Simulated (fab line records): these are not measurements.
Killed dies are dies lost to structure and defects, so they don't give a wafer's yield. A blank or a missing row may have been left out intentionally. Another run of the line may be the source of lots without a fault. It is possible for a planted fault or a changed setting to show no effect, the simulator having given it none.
Chamber matching + flow nandHarc + NHARC_P_M0_STRIP_18 on rieDiel-01 has 4 sister chambers
The step strips in N2/H2. 14 wafers are shown with their chamber, then 7 later ones without.

## WAFERS WITH THEIR CHAMBER
| wafer  | chamber | rfVppV (V) | showerheadPlenumPTorr (Torr) | oesProductAu (a.u.) |
|--------|---------|------------|------------------------------|---------------------|
| L074.1 | 1       | 91.3       | 2.02                         | 1.003               |
| L074.2 | 0       | 90.3       | 1.99                         | 1.006               |
| L074.3 | 3       | 89.9       | 1.88                         | 1.013               |
| L080.1 | 1       | 90.6       | 2.01                         | 1.004               |
| L080.2 | 0       | 90.1       | 1.99                         | 1.015               |
| L080.4 | 3       | 89.8       | 1.88                         | 1.006               |
| L086.2 | 2       | 88.3       | 1.90                         | 0.993               |
| L086.3 | 3       | 91.1       | 2.21                         | 1.009               |
| L086.5 | 2       | 89.8       | 1.90                         | 1.000               |
| L089.1 | 3       | 91.4       | 2.21                         | 1.002               |
| L089.2 | 0       | 90.3       | 1.97                         | 1.000               |
| L089.4 | 2       | 89.2       | 1.90                         | 0.995               |
| L092.1 | 3       | 91.5       | 2.21                         | 0.996               |
| L092.5 | 1       | 90.4       | 2.00                         | 1.003               |

SIGNATURES (means of the wafers above)
| reading               | chamber 0 | chamber 1 | chamber 2 | chamber 3 | scatter within a chamber |
|-----------------------|-----------|-----------|-----------|-----------|--------------------------|
| rfVppV                | 90.233    | 90.767    | 89.100    | 90.740    | 0.659                    |
| showerheadPlenumPTorr | 1.9833    | 2.0100    | 1.9000    | 2.0780    | 0.115                    |
| oesProductAu          | 1.00700   | 1.00333   | 0.99600   | 1.00520   | 0.00558                  |
Rule: distance of a wafer from a chamber = root of the sum over the readings of ((wafer's reading minus chamber's mean) / reading's scatter) squared. If the next closest chamber is less than 2 further off than the closest, the wafer can't be placed; otherwise it belongs to the closest. The scatter is the square root of a quotient: the sum, over the shown wafers, of each reading's squared deviation from its chamber's mean, divided by wafers minus chambers.

## WAFERS WHOSE CHAMBER IS MISSING
| wafer  | rfVppV (V) | showerheadPlenumPTorr (Torr) | oesProductAu (a.u.) |
|--------|------------|------------------------------|---------------------|
| L092.6 | 89.1       | 1.89                         | 0.990               |
| L093.1 | 90.8       | 1.89                         | 0.998               |
| L093.3 | 90.4       | 2.00                         | 1.013               |
| L093.5 | 89.1       | 2.00                         | 1.007               |
| L094.3 | 89.1       | 1.89                         | 0.995               |
| L094.4 | 90.2       | 1.97                         | 1.005               |
| L094.5 | 92.2       | 2.00                         | 1.004               |

## THE CHAMBER EACH PASSED THROUGH
| wafer  | from the rows above               | in truth |
|--------|-----------------------------------|----------|
| L092.6 | 2                                 | 2        |
| L093.1 | can't be placed: 1 or 0 or 3 or 2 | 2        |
| L093.3 | can't be placed: 0 or 3 or 1      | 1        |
| L093.5 | can't be placed: 0 or 2 or 3 or 1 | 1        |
| L094.3 | 2                                 | 2        |
| L094.4 | can't be placed: 0 or 1 or 3      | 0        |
| L094.5 | can't be placed: 1 or 3 or 0      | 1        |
Correctly placed: 2 of 7. From these rows, 5 cannot be placed; in 5 the true chamber is one of the candidates. Placed wrongly: 0.
